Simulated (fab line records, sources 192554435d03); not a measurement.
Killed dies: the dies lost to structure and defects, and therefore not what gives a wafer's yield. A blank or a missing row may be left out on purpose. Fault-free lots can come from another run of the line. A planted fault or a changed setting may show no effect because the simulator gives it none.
fab line records | flow n5-finfet | part 2 of 2: steps 17 to 26 of 26
[record] lots = 5 wafers = 15 last-day = 18
route steps=1938 shown BEOL_M0_CUTY@710 BEOL_M0@715
lots untouched by any fault: they come from a run of this same line in which no faults occurred
start-h: hours from the record's opening day to when the first of the lot's shown wafers began | wait-h: hours from the lot's prior step to this one | " unchanged from the row above | L1.1+2: a row that stands for several wafers | - no value, or no start was given | * or withheld: withheld | < > ~ a bound
route shown NAME@n: a module of which the file shows steps, and the number in the route of the first | usual: mean/standard deviation taken from wafers without a fault | same: alike in all rows | chamber/n: place in a boat | sites: per-site readings | _std_site: the values' standard deviation | _edge_site: inner sites' mean taken away from outer sites' mean | radius-mm: for every site, how far away it sits from the centre of the wafer | mask NAME#n: copy n | behind: the most recent tool/chamber to have shaped the wafer | hold: what put the lot on hold/how long, in hours/how the hold closed | device: transistor that didn't switch, given as n, p or np | end of line: tests of these same wafers at the route's end | a step with no rows: only its recipe | killed: dies that structure and defects cost at the first sort, which is not the same as the wafer's yield | map: dies across one wafer; x = killed, . = not, _ = none there
set.NAME: the setting that was run; set.NAME@STEP: the one run at that earlier step | model.NAME: the simulator's own value behind a step, which no gauge read
lots at some steps of the route; a table a step, a row a wafer
services: when a tool's chamber went out of use (start-h, in hours from the record's first day, below 0 if earlier), for how many hours, and the reason
[[steps]]
[step N5_BEOL_M0_ETCH_109]
[recipe] chemistry = CH3F/O2 target-depth-a = 80 overetch-a = 24 target = SiCN time-s = 27.4 ion-energy-ev = 120 pressure-mtorr = 30 source-w = 395 bias-w = 75 Ar_flow_sccm = 150 CH3F_flow_sccm = 30 O2_flow_sccm = 20
[usual] drypump-motor-current-A = 5.6/0.39 oes-product-au = 0.68/0.081 rf-vpp-V = 298.0/1.4 showerhead-plenum-p-Torr = 2.04/0.058 throttle-valve-pct = 16.2/0.35
// columns lot.wafer tool chamber start-h wait-h drypump-motor-current-A oes-product-au rf-hours-counter-h rf-vpp-V showerhead-plenum-p-Torr throttle-valve-pct
L075.1 rie-diel-04 2 124.76 0.0 6.0 0.63 181 297.1 2.00 16.4
L075.3 " 1 " " 6.2 0.63 177 297.9 2.09 16.7
L075.6 " 3 " " 5.5 0.59 - 298.8 2.06 16.4
L084.1 rie-diel-04 1 184.37 0.0 6.2 0.61 200 297.5 2.08 16.8
L084.2 " 0 " " 6.1 0.77 28 297.4 2.04 15.8
L084.4 " 2 " " 6.0 0.61 202 296.2 1.99 16.4
L087.3 rie-diel-06 1 202.79 0.3 5.6 0.67 91 298.5 2.01 16.4
L087.4 " 0 " " 5.2 0.79 - 298.2 2.03 15.6
L087.6 " 3 " " 4.9 0.59 - 296.7 1.90 16.3
L093.3 rie-diel-01 3 233.54 0.0 5.2 0.73 48 299.1 2.04 16.0
L093.4 " 1 " " 5.3 0.61 226 298.4 2.06 16.5
L093.5 " 0 " " 5.9 0.72 - 298.6 2.14 15.9
L094.3 rie-diel-01 1 235.12 0.1 5.3 0.61 227 297.4 2.06 16.5
L094.4 " 2 " " 5.9 0.67 84 300.1 2.09 16.0
L094.5 " 1 " " 5.3 0.60 - 300.6 2.06 16.5
[step N5_BEOL_M0_STRIP_139]
[recipe] chemistry = post-etch-residue-remover time-s = 60 temp-c = 25 remover-ph = withheld remover-water-wt-pct = withheld remover-fluoride-wt-pct = withheld
// columns lot.wafer tool chamber start-h wait-h
L075.1+3+6 wet-bench-03 0,2,1 124.87 0.1
L084.1+2+4 wet-bench-03 3,6,5 184.48 0.1
L087.3+4+6 wet-bench-06 5,3,1 202.90 0.1
L093.3+4+5 wet-bench-06 1,4,5 233.64 0.1
L094.3+4+5 wet-bench-05 0,4,1 235.23 0.1
[step N5_BEOL_M0_SRD_111]
[recipe] time-s = 30 temp-c = 23 rinse-liquid = diw dry = ipa-marangoni
// columns lot.wafer tool chamber start-h wait-h
L075.1+3+6 wet-bench-03 0,2,1 124.88 0.0
L084.1+2+4 wet-bench-03 3,6,5 184.50 0.0
L087.3+4+6 wet-bench-06 5,3,1 202.92 0.0
L093.3+4+5 wet-bench-06 1,4,5 233.67 0.0
L094.3+4+5 wet-bench-05 0,4,1 235.25 0.0
[step N5_BEOL_M0_DEGAS_112]
[recipe] ambient = vacuum temp-c = 250 time-s = 60
[usual] heater-power-w = 337/34
// columns lot.wafer tool chamber start-h wait-h heater-power-w
L075.1 pvd-sputter-01 - 125.40 0.5 359
L075.3 " - " " 341
L075.6 " - " " 354
L084.1 pvd-sputter-01 - 184.81 0.3 284
L084.2 " - " " 345
L084.4 " - " " 334
L087.3 pvd-sputter-03 - 202.96 0.0 408
L087.4 " - " " 296
L087.6 " - " " 332
L093.3 pvd-sputter-01 - 234.29 0.6 338
L093.4 " - " " 286
L093.5 " - " " 328
L094.3 pvd-sputter-03 - 236.04 0.8 319
L094.4 " - " " 408
L094.5 " - " " 300
[step N5_BEOL_M0_PRE_CLEAN_113]
[recipe] gas = H2/He time-s = 30 temp-c = 250
[usual] heater-power-w = 337/34
// columns lot.wafer tool chamber start-h wait-h heater-power-w
L075.1 pvd-sputter-01 - 125.44 0.0 349
L075.3 " - " " 343
L075.6 " - " " 346
L084.1 pvd-sputter-01 - 184.85 0.0 283
L084.2 " - " " 341
L084.4 " - " " 332
L087.3 pvd-sputter-03 - 203.00 0.0 405
L087.4 " - " " 295
L087.6 " - " " 326
L093.3 pvd-sputter-01 - 234.33 0.0 335
L093.4 " - " " 292
L093.5 " - " " 329
L094.3 pvd-sputter-03 - 236.08 0.0 315
L094.4 " - " " 416
L094.5 " - " " 288
[step N5_BEOL_M0_ALD_136]
[recipe] material = TaN target-thk-a = * temp-c = 275 ald-precursor-family = PDMAT ald-co-reactant = NH3 pressure-torr = 3 carrier-flow-sccm = 1500 pulse-time-s = 2 purge-time-s = 3 co-reactant-purge-time-s = 2 co-reactant-pulse-time-s = 3 ald-cycles = 30 precursor-vessel-temp-c = 75 precursor-vessel-pressure-torr = 26.25 precursor-vessel-carrier-sccm = 1000
[usual] heater-power-outer-w = 233/26 heater-power-w = 414/43 mfc-carrier-sccm = 1500/4.8
// columns lot.wafer tool chamber start-h wait-h heater-power-outer-w heater-power-w mfc-carrier-sccm
L075.1 ald-metal-01 3 125.50 0.0 241 439 1508
L075.3 " 0 " " 199 355 1496
L075.6 " 1 " " 221 361 1502
L084.1 ald-metal-02 2 185.05 0.2 212 371 1500
L084.2 " 0 " " 255 438 1498
L084.4 " 3 " " 282 488 1498
L087.3 ald-metal-01 0 203.06 0.0 200 346 1503
L087.4 " 3 " " 233 434 1498
L087.6 " 1 " " 218 371 1507
L093.3 ald-metal-04 0 234.44 0.1 212 414 1498
L093.4 " 2 " " 203 358 1499
L093.5 " 0 " " 220 416 1497
L094.3 ald-metal-02 1 236.25 0.1 212 394 1504
L094.4 " 3 " " 278 476 1494
L094.5 " 0 " " 259 425 1503
[step N5_BEOL_M0_SURFACE_TREAT_137]
[recipe] gas = Ar time-s = * ion-energy-ev = * ion-current-ma-cm2 = 0.5 pressure-mtorr = * ar-flow-sccm = 30
[usual] throttle-valve-pct = *
// columns lot.wafer tool chamber start-h wait-h throttle-valve-pct
L075.1 pvd-sputter-03 - 125.76 0.2 *
L075.3 " - " " *
L075.6 " - " " *
L084.1 pvd-sputter-02 - 185.34 0.2 *
L084.2 " - " " *
L084.4 " - " " *
L087.3 pvd-sputter-02 - 203.32 0.2 *
L087.4 " - " " *
L087.6 " - " " *
L093.3 pvd-sputter-02 - 234.96 0.4 *
L093.4 " - " " *
L093.5 " - " " *
L094.3 pvd-sputter-03 - 236.52 0.2 *
L094.4 " - " " *
L094.5 " - " " *
[step N5_BEOL_M0_CVD_115]
[recipe] material = Co target-thk-a = * temp-c = withheld precursor = CCTBA/H2 pressure-torr = 30 time-s = 120
// columns lot.wafer tool chamber start-h wait-h
L075.1+3+6 cvd-co-02 0,1,2 126.09 0.3
L084.1+2+4 cvd-co-02 0,1,1 185.42 0.1
L087.3+4+6 cvd-co-02 2,1,2 203.38 0.0
L093.3+4+5 cvd-co-01 2,1,0 235.18 0.2
L094.3+4+5 cvd-co-01 0,2,0 236.64 0.1
[step N5_BEOL_M0_SPUTTER_116]
[recipe] material = Cu target-thk-a = 40 temp-c = -20 chamber-pressure-pa = 0.07 power-w = withheld time-s = 7.37
[usual] throttle-valve-pct = 29.7/0.67
// columns lot.wafer tool chamber start-h wait-h throttle-valve-pct
L075.1 pvd-sputter-03 - 126.25 0.1 29.2
L075.3 " - " " 30.8
L075.6 " - " " 30.0
L084.1 pvd-sputter-01 - 186.99 1.5 30.0
L084.2 " - " " 30.1
L084.4 " - " " 28.1
L087.3 pvd-sputter-03 - 203.49 0.1 30.6
L087.4 " - " " 29.7
L087.6 " - " " 29.8
L093.3 pvd-sputter-02 - 235.42 0.2 30.1
L093.4 " - " " 28.9
L093.5 " - " " 28.9
L094.3 pvd-sputter-02 - 236.80 0.1 28.9
L094.4 " - " " 29.8
L094.5 " - " " 30.3
[step N5_BEOL_M0_ANNEAL_117]
[recipe] temp-c = 400 time-s = 60 ambient = vacuum
[usual] heater-power-w = 852/77 susceptor_temp_C_max = 400.9/0.37
// columns lot.wafer tool chamber start-h wait-h heater-power-w susceptor_temp_C_max
L075.1 pvd-sputter-03 - 126.33 0.0 805 401.5
L075.3 " - " " 729 401.4
L075.6 " - " " 987 400.9
L084.1 pvd-sputter-01 - 187.07 0.0 855 401.3
L084.2 " - " " 702 400.8
L084.4 " - " " 843 401.0
L087.3 pvd-sputter-03 - 203.57 0.0 729 401.4
L087.4 " - " " 974 400.8
L087.6 " - " " 994 401.2
L093.3 pvd-sputter-02 - 235.50 0.0 839 400.2
L093.4 " - " " 899 401.3
L093.5 " - " " 895 400.7
L094.3 pvd-sputter-02 - 236.88 0.0 905 401.1
L094.4 " - " " 825 400.4
L094.5 " - " " 839 400.6
[[services]]
// columns tool chamber start-h hours kind
rie-diel-01 0 99.46 - clean
rie-diel-01 0 99.46 - consumable-replace:focus-ring
rie-diel-01 0 99.46 - consumable-replace:showerhead
rie-diel-01 0 99.46 25.6 scheduled-down
cvd-co-02 0 106.94 2.7 repair
rie-diel-01 1 111.49 9.7 repair
rie-diel-06 0 130.10 4.0 repair
pvd-sputter-01 - 133.60 1.9 repair
wet-bench-06 - 143.08 6.4 repair
pvd-sputter-01 - 143.27 4.6 repair
cvd-co-01 - 152.87 1.3 repair
rie-diel-01 3 156.77 43.4 repair
ald-metal-04 0 161.70 29.6 repair
rie-diel-04 1 171.89 1.4 repair
rie-diel-06 3 181.80 17.0 repair
cvd-co-01 - 185.44 6.9 pm
cvd-co-01 1 196.74 8.7 repair
rie-diel-01 - 202.64 0.5 repair
ald-metal-01 - 210.02 1.2 pm
ald-metal-02 2 212.41 186.2 repair
ald-metal-04 0 220.13 4.8 repair
rie-metal-03 - 221.17 2.8 pm
ald-metal-04 - 222.03 1.1 repair
ald-metal-02 3 226.62 7.0 repair
